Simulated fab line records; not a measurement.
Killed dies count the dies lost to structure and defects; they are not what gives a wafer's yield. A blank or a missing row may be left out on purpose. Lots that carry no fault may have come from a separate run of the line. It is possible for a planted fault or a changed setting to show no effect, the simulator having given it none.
Which tool was responsible?	flow nand-harc	63 wafers from 21 lots sampled at 6 of the route's 1302 steps

== WHAT THE GAUGES SHOWED, per wafer ==
No reading from a measuring or inspecting step in the record can be judged against a usual standard deviation.

== TOOL THAT RAN EACH LOT (tool first, then ch and the chambers of the sampled wafers, then the start) ==
lot	NHARC_A_SLIT_ETCH_29	NHARC_A_WL_FILL_ALD_00	NHARC_A_WL_FILL_ETCHBACK_05	NHARC_A_CONTACT_ETCH_51	NHARC_A_CONTACT_ETCH_121	NHARC_A_CONTACT_ETCH_96
L074	rie-diel-13 ch 0,1,2, day 20 04:05	ald-hk-04 ch 0,3, day 20 11:20	rie-metal-02 ch 0,1, day 20 12:55	rie-diel-08 ch 0,1,3, day 21 19:26 or earlier	har-cap-etch-02 ch 0,1, day 21 19:26	rie-diel-01 ch 0,1,3, day 21 20:55
L075	rie-diel-02 ch 0,1,2, day 20 13:50	ald-hk-04 ch 0,2,3, day 20 20:57	rie-metal-01 ch 0, day 20 22:26	rie-diel-08 ch 0,1,3, day 22 00:50 or earlier	har-cap-etch-03 ch 0,1, day 22 00:50	rie-diel-08 ch 2,3, no start
L077	rie-diel-13 ch 0,1,2, day 21 15:36	ald-hk-03 ch 0,1,3, day 21 22:44	rie-metal-02 ch 0,1, day 22 00:16	rie-diel-08 ch 0,1,3, day 23 02:28 or earlier	har-cap-etch-02 ch 0,1, day 23 02:28	rie-diel-08 ch 0,1,2, no start
L079	rie-diel-03 ch 1,2,3, day 21 15:41	ald-hk-04 ch 0,1,2, day 21 22:45	rie-metal-03 ch 0,1, day 22 00:17	rie-diel-09 ch 1,2,3, day 23 01:55 or earlier	har-cap-etch-01 ch 0,1, day 23 01:55	rie-diel-08 ch 0,1,3, no start
L078	rie-diel-03 ch 0,1,3, day 21 19:23	ald-hk-04 ch 0,1,2, day 22 03:04	rie-metal-02 ch 0,1, day 22 04:38	rie-diel-08 ch 0,2,3, day 23 09:29 or earlier	har-cap-etch-03 ch 0,1, day 23 09:29	rie-diel-08 ch 0,1,2, no start
L080	rie-diel-03 ch 1,2,3, day 22 00:21	ald-hk-01 ch 0,2,3, day 22 07:37	rie-metal-03 ch 0,1, day 22 09:07	rie-diel-01 ch 1,2,3, day 23 09:25 or earlier	har-cap-etch-01 ch 0,1, day 23 09:25	rie-diel-08 ch 0,1,2, no start
L081	rie-diel-02 ch 0,1,2, day 22 22:30	ald-hk-01 ch 0,1,3, day 23 05:38	rie-metal-01 ch 0,1, day 23 07:10	rie-diel-08 ch 0,1,2, day 24 09:45 or earlier	har-cap-etch-03 ch 0,1, day 24 09:45	rie-diel-08 ch 1,2,3, no start
L082	rie-diel-03 ch 2,3, day 22 22:42	ald-hk-03 ch 2,3, day 23 05:38	rie-metal-02 ch 0,1, day 23 07:15	rie-diel-09 ch 1,2,3, day 24 13:43 or earlier	har-cap-etch-02 ch 0,1, day 24 13:43	rie-diel-08 ch 1,2,3, no start
L083	rie-diel-02 ch 0,1,3, day 23 17:02	ald-hk-03 ch 0,1,2, day 24 00:14	rie-metal-03 ch 0,1, day 24 01:46	rie-diel-01 ch 0,1,2, day 25 03:58 or earlier	har-cap-etch-02 ch 0,1, day 25 03:58	rie-diel-09 ch 0,1,2, no start
L084	rie-diel-13 ch 0,2,3, day 24 04:52	ald-hk-04 ch 1,2, day 24 12:09	rie-metal-02 ch 0,1, day 24 13:41	rie-diel-08 ch 0,1,3, day 25 19:34 or earlier	har-cap-etch-03 ch 0,1, day 25 19:34	rie-diel-08 ch 1,2,3, no start
L086	rie-diel-03 ch 0,1,3, day 25 01:16	ald-hk-01 ch 0,1,3, day 25 08:31	rie-metal-01 ch 0,1, day 25 10:01	rie-diel-08 ch 2,3, day 26 12:32 or earlier	har-cap-etch-01 ch 0,1, day 26 12:32	rie-diel-08 ch 1,2,3, no start
L087	rie-diel-03 ch 0,2,3, day 25 09:17	ald-hk-04 ch 0,3, day 25 16:32	rie-metal-01 ch 0,1, day 25 18:05	rie-diel-08 ch 0,1,2, day 27 00:27 or earlier	har-cap-etch-01 ch 0,1, day 27 00:27	rie-diel-09 ch 1,2, no start
L089	rie-diel-03 ch 1,3, day 25 22:22	ald-hk-04 ch 0,3, day 26 05:38	rie-metal-03 ch 1, day 26 07:10	rie-diel-08 ch 1,3, day 27 11:53 or earlier	har-cap-etch-02 ch 0,1, day 27 11:53	rie-diel-08 ch 0,2,3, no start
L088	rie-diel-03 ch 0,3, day 26 02:11	ald-hk-03 ch 0,2, day 26 09:26	rie-metal-01 ch 1, day 26 11:16	rie-diel-01 ch 0,1,2, day 27 16:07 or earlier	har-cap-etch-02 ch 0,1, day 27 16:07	rie-diel-08 ch 2,3, no start
L090	rie-diel-13 ch 0,2, day 26 23:44	ald-hk-03 ch 0,2,3, day 27 06:53	rie-metal-03 ch 0,1, day 27 08:56	rie-diel-08 ch 0,2, day 28 11:34 or earlier	har-cap-etch-02 ch 0,1, day 28 11:34	rie-diel-08 ch 0,1,3, no start
L093	rie-diel-13 ch 0,2,3, day 27 09:58	ald-hk-01 ch 0,2,3, day 27 17:17	rie-metal-02 ch 0,1, day 27 18:45	rie-diel-08 ch 1,2, day 29 02:18 or earlier	har-cap-etch-02 ch 0,1, day 29 02:18	rie-diel-01 ch 0,1,3, no start
L091	rie-diel-02 ch 0,2, day 27 10:05	ald-hk-04 ch 1,2, day 27 17:13	rie-metal-03 ch 0,1, day 27 19:04	rie-diel-08 ch 1,2,3, day 29 00:42 or earlier	har-cap-etch-03 ch 0,1, day 29 00:42	rie-diel-08 ch 1,3, no start
L092	rie-diel-13 ch 0,2,3, day 27 13:44	ald-hk-01 ch 0,1, day 27 22:59	rie-metal-02 ch 0, day 28 00:44	rie-diel-09 ch 1,2,3, day 29 06:23 or earlier	har-cap-etch-03 ch 0,1, day 29 06:23	rie-diel-08 ch 2,3, no start
L094	rie-diel-02 ch 0,2,3, day 28 07:08	ald-hk-03 ch 0,2, day 28 16:23	rie-metal-02 ch 0,1, day 28 17:55	rie-diel-01 ch 1,2,3, day 29 20:47 or earlier	har-cap-etch-02 ch 0,1, day 29 20:47	rie-diel-08 ch 2,3, day 29 23:00
L095	rie-diel-13 ch 0,1,2, day 28 20:46	ald-hk-04 ch 0,2, day 29 04:04	rie-metal-01 ch 0,1, day 29 05:41	rie-diel-01 ch 0,1, day 30 12:20 or earlier	har-cap-etch-03 ch 0,1, day 30 12:20	rie-diel-09 ch 2,3, no start
L096	rie-diel-03 ch 0,2,3, day 30 12:24	ald-hk-04 ch 0,1,3, day 30 19:37	rie-metal-02 ch 0,1, day 30 21:14	rie-diel-08 ch 1,2,3, day 32 02:04 or earlier	har-cap-etch-01 ch 0,1, day 32 02:04	rie-diel-09 ch 0,1,3, no start
- NHARC_A_SLIT_ETCH_29: etches the open film in CF4/O2, target depth 100 nm, overetch 10 nm, time 55 s.
- NHARC_A_WL_FILL_ALD_00: deposits Al2O3, target thk 3 nm, pulse time 3 s, ald cycles 30.
- NHARC_A_WL_FILL_ETCHBACK_05: etches the open film in Cl2/BCl3, target depth 22 nm, time 60 s.
- NHARC_A_CONTACT_ETCH_51: etches the open film in O2/COS, target depth 7000 nm, time 1820 s.
- NHARC_A_CONTACT_ETCH_121: etches the open film in C4F8/O2/Ar, time 190 s, target depth 1850 nm.
- NHARC_A_CONTACT_ETCH_96: etches the open film in C4F6/O2, target depth 20 nm, time 10 s.

== AS READ BY THE TOOLS THEMSELVES (means over the sampled wafers that have a number; for cases with no such wafer, the mark the record gives instead) ==
NHARC_A_SLIT_ETCH_29.
lot	tool	drypump-motor-current-A (A)	mfc-ar-sccm (sccm)	oes_f_703_au (a.u.)	oes-product-au (a.u.)	rf-fwd-power-W (W)	rf-vpp-V (V)	showerhead-plenum-p-Torr (Torr)	throttle-valve-pct (%)
L074	rie-diel-13	5.7	0.004	1.002	0.989	296.8	198.6	1.32	13.397
L075	rie-diel-02	6.0	0.007	0.996	1.004	298.3	198.8	1.37	13.399
L077	rie-diel-13	5.7	0.004	1.006	0.993	297.8	197.4	1.32	13.398
L079	rie-diel-03	5.6	0.016	0.995	0.995	297.2	197.2	1.35	13.406
L078	rie-diel-03	5.4	0.012	1.006	1.009	296.9	197.7	1.33	13.400
L080	rie-diel-03	5.6	0.016	1.000	1.001	296.5	198.2	1.35	13.399
L081	rie-diel-02	6.0	0.007	1.006	1.003	297.7	197.9	1.37	13.395
L082	rie-diel-03	5.9	0.015	1.000	0.990	298.0	197.9	1.30	13.398
L083	rie-diel-02	5.9	0.010	1.000	0.997	298.4	197.8	1.35	13.400
L084	rie-diel-13	5.8	0.001	0.999	0.991	295.3	197.2	1.30	13.395
L086	rie-diel-03	5.3	0.012	0.996	1.004	296.8	197.6	1.33	13.398
L087	rie-diel-03	6.0	0.009	0.997	1.001	296.9	197.5	1.33	13.406
L089	rie-diel-03	5.0	0.019	1.001	0.999	297.6	197.9	1.34	13.401
L088	rie-diel-03	5.7	0.006	0.997	1.001	296.7	197.2	1.31	13.384
L090	rie-diel-13	5.7	0.001	1.002	0.993	296.5	197.1	1.33	13.396
L093	rie-diel-13	5.8	0.001	1.001	0.993	296.4	196.9	1.30	13.391
L091	rie-diel-02	6.1	0.000	1.005	1.011	296.9	197.1	1.35	13.394
L092	rie-diel-13	5.8	0.001	0.998	0.992	295.5	197.3	1.30	13.401
L094	rie-diel-02	5.8	0.002	1.001	1.004	298.0	195.9	1.31	13.395
L095	rie-diel-13	5.7	0.004	1.001	0.987	297.2	197.4	1.32	13.404
L096	rie-diel-03	6.0	0.009	1.001	1.003	297.3	197.9	1.33	13.400

NHARC_A_WL_FILL_ALD_00.
lot	tool	heater-power-w (W)	precursor-pulse-height-rel
L074	ald-hk-04	453	0.984
L075	ald-hk-04	454	1.015
L077	ald-hk-03	479	1.006
L079	ald-hk-04	448	0.981
L078	ald-hk-04	460	0.999
L080	ald-hk-01	458	0.997
L081	ald-hk-01	454	1.022
L082	ald-hk-03	441	1.000
L083	ald-hk-03	474	0.998
L084	ald-hk-04	479	0.995
L086	ald-hk-01	454	1.003
L087	ald-hk-04	460	1.020
L089	ald-hk-04	457	0.997
L088	ald-hk-03	466	0.994
L090	ald-hk-03	455	1.023
L093	ald-hk-01	461	1.008
L091	ald-hk-04	493	1.007
L092	ald-hk-01	429	0.964
L094	ald-hk-03	459	1.002
L095	ald-hk-04	478	1.007
L096	ald-hk-04	481	0.992

NHARC_A_WL_FILL_ETCHBACK_05.
lot	tool	drypump-motor-current-A (A)	he-backside-leak-sccm (sccm)	oes-product-au (a.u.)
L074	rie-metal-02	5.8	3.60	0.997
L075	rie-metal-01	5.1	3.27	1.007
L077	rie-metal-02	5.8	3.59	0.999
L079	rie-metal-03	4.9	3.14	0.995
L078	rie-metal-02	5.6	3.59	0.998
L080	rie-metal-03	4.8	3.28	0.998
L081	rie-metal-01	5.3	3.43	1.004
L082	rie-metal-02	5.6	3.49	1.011
L083	rie-metal-03	4.8	3.23	1.001
L084	rie-metal-02	5.8	3.63	0.996
L086	rie-metal-01	5.3	3.35	0.998
L087	rie-metal-01	5.3	3.38	1.008
L089	rie-metal-03	4.9	3.30	1.014
L088	rie-metal-01	5.7	3.33	1.005
L090	rie-metal-03	4.9	3.15	1.007
L093	rie-metal-02	5.8	3.60	1.000
L091	rie-metal-03	4.8	3.23	1.005
L092	rie-metal-02	5.5	3.67	1.001
L094	rie-metal-02	5.8	3.47	1.008
L095	rie-metal-01	5.5	3.34	1.012
L096	rie-metal-02	5.6	3.63	0.992

NHARC_A_CONTACT_ETCH_51.
lot	tool	drypump-motor-current-A (A)	mfc-ar-sccm (sccm)	oes-product-au (a.u.)	rf-fwd-power-W (W)	rf-vpp-V (V)	showerhead-plenum-p-Torr (Torr)	throttle-valve-pct (%)
L074	rie-diel-08	6.0	0.000	0.997	500.4	314.5	3.16	28.329
L075	rie-diel-08	6.0	0.000	0.993	500.0	314.6	3.16	28.331
L077	rie-diel-08	6.0	0.000	0.995	500.6	314.4	3.16	28.334
L079	rie-diel-09	5.8	0.000	1.004	499.3	315.2	3.20	28.331
L078	rie-diel-08	5.8	0.012	0.993	499.6	315.1	3.24	28.329
L080	rie-diel-01	5.7	0.013	1.007	499.3	315.3	3.12	28.328
L081	rie-diel-08	5.9	0.012	0.995	499.3	314.6	3.16	28.336
L082	rie-diel-09	5.8	0.000	1.011	500.1	315.8	3.20	28.329
L083	rie-diel-01	5.5	0.013	0.995	499.7	314.3	3.15	28.334
L084	rie-diel-08	6.0	0.000	0.992	498.6	313.9	3.15	28.336
L086	rie-diel-08	5.7	0.025	0.994	499.9	316.5	3.26	28.330
L087	rie-diel-08	5.9	0.012	0.994	499.4	315.1	3.16	28.331
L089	rie-diel-08	6.0	0.000	1.008	499.6	313.1	3.08	28.333
L088	rie-diel-01	5.6	0.013	0.991	498.9	314.0	3.14	28.333
L090	rie-diel-08	5.7	0.025	0.990	500.5	316.0	3.23	28.331
L093	rie-diel-08	5.8	0.025	0.996	501.9	314.8	3.16	28.337
L091	rie-diel-08	5.8	0.012	0.994	499.7	314.7	3.16	28.329
L092	rie-diel-09	5.8	0.000	0.998	499.3	314.8	3.18	28.339
L094	rie-diel-01	5.7	0.013	1.001	499.8	313.2	3.10	28.320
L095	rie-diel-01	5.4	0.008	0.999	500.0	312.6	3.05	28.328
L096	rie-diel-08	5.8	0.012	1.001	500.1	315.0	3.16	28.332

NHARC_A_CONTACT_ETCH_96.
lot	tool	drypump-motor-current-A (A)	mfc-ar-sccm (sccm)	oes-product-au (a.u.)	rf-fwd-power-W (W)	rf-vpp-V (V)	showerhead-plenum-p-Torr (Torr)	throttle-valve-pct (%)
L074	rie-diel-01	5.6	499.8	1.006	585.4	545	3.82	26.902
L075	rie-diel-08	5.7	498.8	0.953	585.4	551	4.09	26.911
L077	rie-diel-08	5.9	501.2	0.962	585.0	547	3.97	26.899
L079	rie-diel-08	6.0	501.2	0.997	586.2	548	3.97	26.905
L078	rie-diel-08	6.0	499.4	0.963	585.3	548	3.97	26.900
L080	rie-diel-08	5.9	500.4	1.006	583.8	548	3.97	26.895
L081	rie-diel-08	5.8	500.9	0.952	584.8	548	3.98	26.895
L082	rie-diel-08	5.8	500.4	1.004	585.1	548	3.98	26.914
L083	rie-diel-09	5.6	500.5	0.994	587.4	547	3.93	26.910
L084	rie-diel-08	5.8	500.1	0.942	585.9	548	3.98	26.907
L086	rie-diel-08	5.8	500.6	0.957	585.7	548	3.98	26.898
L087	rie-diel-09	5.2	500.3	0.946	588.1	548	4.00	26.893
L089	rie-diel-08	5.8	500.3	0.949	584.7	549	4.06	26.905
L088	rie-diel-08	5.7	498.9	0.991	585.1	551	4.08	26.894
L090	rie-diel-08	6.0	499.2	0.942	583.9	548	3.95	26.901
L093	rie-diel-01	5.6	500.7	1.003	584.0	545	3.78	26.898
L091	rie-diel-08	5.9	499.5	0.947	586.3	547	3.97	26.897
L092	rie-diel-08	5.7	502.8	0.993	586.8	550	4.07	26.906
L094	rie-diel-08	5.7	501.3	1.008	584.7	550	4.07	26.907
L095	rie-diel-09	6.3	500.8	0.921	586.2	550	4.07	26.891
L096	rie-diel-09	5.7	500.0	1.001	590.5	548	4.00	26.896

== THE ANSWER, worked out from the rows above alone ==
Rule: the lots themselves supply what counts as usual. The widest of any qualifying gaps counts: lots, ordered by their means at a reading, are off when they make up no more than a third of the lots, leave a main group of 4 or more, and stand apart from it by 3 or more times the standard deviation of that group's means. If all means in a main group match to the digits the tables above print for the reading, that group is not used. A lot without any number at a reading at which 4 lots or more have one is off too. Where the step has rows for the other lots, those lots are counted as sound. First the gauges in route order, then the tools' own readings, where a lot's mean is used as printed above. The first step at which some lot is off is used, and at that step the reading that is off furthest; a lot without a number counts as furthest.
Across all readings shown, no lot is off: no conclusion can be drawn from this.

== WHAT THE SIMULATOR HAD INSERTED ==
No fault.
